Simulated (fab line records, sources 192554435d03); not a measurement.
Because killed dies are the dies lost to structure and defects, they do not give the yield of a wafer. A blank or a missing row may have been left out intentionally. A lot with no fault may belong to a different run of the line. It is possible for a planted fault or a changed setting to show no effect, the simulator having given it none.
Comparing a struck lot with a sound one ; flow n5-finfet ; 16 out of 1938 route steps
Sound: the wafers L330.1, L330.2, L330.3. Struck: wafer L345.2 (left out: L345.5, L345.6 of the same lot, which were not struck); the cause appears at the end.
For every step that has rows: the tool of each side, followed by ch and its chambers, followed by its first start. Under that, the readings that differ: sound wafers ; struck wafers ; difference of the means ; sigmas: that difference in standard deviations of wafers without a fault.
alike: readings whose means differ by less than 2 such deviations, and words and numbers that are the same on both sides. not compared: withheld readings, readings that some wafer has no value for, bounds like >300 that may hide the same value, and numbers for which the record gives no deviation and whose values overlap.
A row with sigmas, a row that says differs or no value, or rows on one side alone: a step with any of these is where the two part. Numbers that have no deviation but don't overlap get no sigmas and don't part them. Lack of a reading on every wafer of one side parts them only where that side has two or more wafers.

first, 6 steps without rows for these wafers: N5_BEOL_M2_COAT_22 (resist thk 30 nm); N5_BEOL_M2_EBR_24; N5_BEOL_M2_SOFTBAKE_23 (time 60 s); N5_BEOL_M2_EXPOSE_25 (exposes mask V1, defocus 5 nm); N5_BEOL_M2_PEB_26 (peb time 60 s); N5_BEOL_M2_DEVELOP_27 (develop time 30 s).
N5_BEOL_M2_CD_MEAS_28: target cd 26.2 nm, target cd y 24.1 nm.
  sound on cd-sem-03 ch 0, day 7 22:13; struck on cd-sem-01 ch 0, day 11 08:42
  alike: cd-nm
N5_BEOL_M2_OVL_MEAS_29:
  sound on overlay-02 ch 0, day 7 22:14; struck on overlay-02 ch 0, day 11 08:44
  alike: V1_OVL
N5_BEOL_M2_INSPECT_30: inspects for defects (brightfield).
  struck on defect-inspect-02, day 11 08:47; sound on defect-inspect-01, day 7 22:18
  alike: raw-defect-count
N5_BEOL_M2_DESCUM_33: chemistry O2, time 7 s.
  sound on rie-diel-01 ch 0,1,3, day 7 22:54; struck on rie-diel-05 ch 1, day 11 08:49
reading;sound;struck;difference;sigmas
rf-hours-counter-h (h);43 231 191;19;-136;
  alike: bias-power-w, chamber-pressure-mTorr, drypump-motor-current-A, oes-product-au, rf-vpp-V, showerhead-plenum-p-Torr, temp-c, throttle-valve-pct
N5_BEOL_M2_ETCH_77: etches underlayer in N2/H2, target depth 6.5 nm, time 5.2 s.
  sound on rie-diel-01 ch 0,1,3, day 7 22:56; struck on rie-diel-05 ch 1, day 11 08:52
reading;sound;struck;difference;sigmas
etch-rf-on-time-s (s);5.24 5.26 5.31;5.09;-0.18;-2
rf-hours-counter-h (h);43 231 191;19;-136;
  alike: chamber-pressure-mTorr, drypump-motor-current-A, oes-product-au, rf-vpp-V, showerhead-plenum-p-Torr, throttle-valve-pct
N5_BEOL_M2_ETCH_69: etches SiARC in CF4, target depth 15.6 nm, time 26 s.
  sound on rie-diel-01 ch 0,1,3, day 7 22:57; struck on rie-diel-05 ch 1, day 11 08:53
reading;sound;struck;difference;sigmas
rf-hours-counter-h (h);43 231 191;19;-136;
  alike: chamber-pressure-mTorr, drypump-motor-current-A, etch-rf-on-time-s, oes-product-au, rf-vpp-V, showerhead-plenum-p-Torr, throttle-valve-pct
N5_BEOL_M2_ALD_98: deposits SiO2, target thk 2.5 nm, pulse time 1 s, co reactant pulse time 1 s.
  sound on ald-sin-02 ch 0,2,3, day 7 23:02; struck on ald-sin-03 ch 1, day 11 09:07
reading;sound;struck;difference;sigmas
ald-cycles;17 17 17;12;-5;
precursor-pulse-height-rel;1.017 1.021 1.004;0.951;-0.063;-3
model.SiO2_of_BEOL_M2_ALD_98.thk-nm (nm);2.6 2.6 2.6;1.8;-0.8;
  alike: heater-power-outer-w, heater-power-w
N5_BEOL_M2_ETCHBACK_99: etches SiO2 in CHF3, target depth 5 nm, time 10.4 s.
  sound on rie-diel-01 ch 1,2,3, day 8 07:31; struck on rie-diel-01 ch 3, day 11 11:53
  alike: chamber-pressure-mTorr, drypump-motor-current-A, oes-product-au, rf-vpp-V, showerhead-plenum-p-Torr, throttle-valve-pct
  not compared: rf-hours-counter-h
N5_BEOL_M4_RC_MEAS_101:
  sound on prober-02 ch 0, day 9 19:10; struck on prober-02 ch 0, day 12 21:55
  alike: DIBL_N, DIBL_P, IOFF_N, IOFF_P, ION_N, ION_P, SS_N, SS_P, VT_N, VT_P
N5_PASSIVATION_PROBE_49:
  sound wafers here have rows in the record (prober-01, day 13 23:06); struck ones have none

## WHERE THEY PART
Last at N5_PASSIVATION_PROBE_49 as far as this record goes, first at N5_BEOL_M2_ETCH_77.

WHY: what had been put in by the simulator
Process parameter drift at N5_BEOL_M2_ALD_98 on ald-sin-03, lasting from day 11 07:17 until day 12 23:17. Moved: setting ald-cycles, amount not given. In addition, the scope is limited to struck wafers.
